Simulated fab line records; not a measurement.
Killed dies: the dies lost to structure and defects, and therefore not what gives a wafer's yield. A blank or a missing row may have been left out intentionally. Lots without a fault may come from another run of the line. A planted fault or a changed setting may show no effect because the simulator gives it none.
Matching of chambers + flow n5_finfet + N5_BEOL_M4_DESCUM_33 on rie_diel-04 has 4 sister chambers
The step chemistry O2, time 7 s. 8 wafers are shown with their chamber, then 9 later ones without.

## WAFERS WITH THEIR CHAMBER
| wafer  | chamber | showerhead_plenum_p_Torr (Torr) | throttle_valve_pct (%) |
|--------|---------|---------------------------------|------------------------|
| L078.2 | 0       | 2.07                            | 20.87                  |
| L082.6 | 1       | 2.07                            | 20.40                  |
| L085.3 | 2       | 2.22                            | 20.35                  |
| L085.4 | 3       | 1.98                            | 20.21                  |
| L085.5 | 3       | 1.98                            | 20.20                  |
| L088.1 | 0       | 2.06                            | 20.54                  |
| L088.3 | 2       | 2.22                            | 20.36                  |
| L088.4 | 1       | 2.06                            | 20.43                  |

## WAFERS WITHOUT THEIR CHAMBER
| wafer  | showerhead_plenum_p_Torr (Torr) | throttle_valve_pct (%) |
|--------|---------------------------------|------------------------|
| L091.1 | 2.06                            | 20.41                  |
| L091.5 | 2.22                            | 20.33                  |
| L091.6 | 2.06                            | 20.42                  |
| L090.1 | 2.06                            | 20.44                  |
| L090.3 | 1.98                            | 20.22                  |
| L090.5 | 1.98                            | 20.22                  |
| L092.1 | 2.06                            | 20.45                  |
| L092.2 | 1.98                            | 20.23                  |
| L092.3 | 2.21                            | 20.36                  |

## CHAMBER TAKEN BY EACH
| wafer  | from the rows above     | in truth |
|--------|-------------------------|----------|
| L091.1 | can't be placed: 1 or 0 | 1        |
| L091.5 | 2                       | 2        |
| L091.6 | can't be placed: 1 or 0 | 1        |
| L090.1 | can't be placed: 1 or 0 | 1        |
| L090.3 | 3                       | 3        |
| L090.5 | 3                       | 3        |
| L092.1 | can't be placed: 1 or 0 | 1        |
| L092.2 | 3                       | 3        |
| L092.3 | 2                       | 2        |
Correct placement for 5 of the 9. Not placeable from these rows: 4 (in 4, the candidates include the true chamber). Number placed wrongly: 0.
How it was worked out, from the rows above alone: a wafer's distance from a chamber is the root of the sum, over the readings, of the square of ((its reading less the chamber's mean) divided by the reading's scatter). If the next closest chamber is less than 2 further off than the closest, the wafer can't be placed; otherwise it belongs to the closest. For every chamber, the mean is computed from those of its wafers that are shown. How the scatter is found: for the shown wafers, subtract from each reading the mean of its chamber, square and add these, divide the total by (wafers less chambers), then take the root.
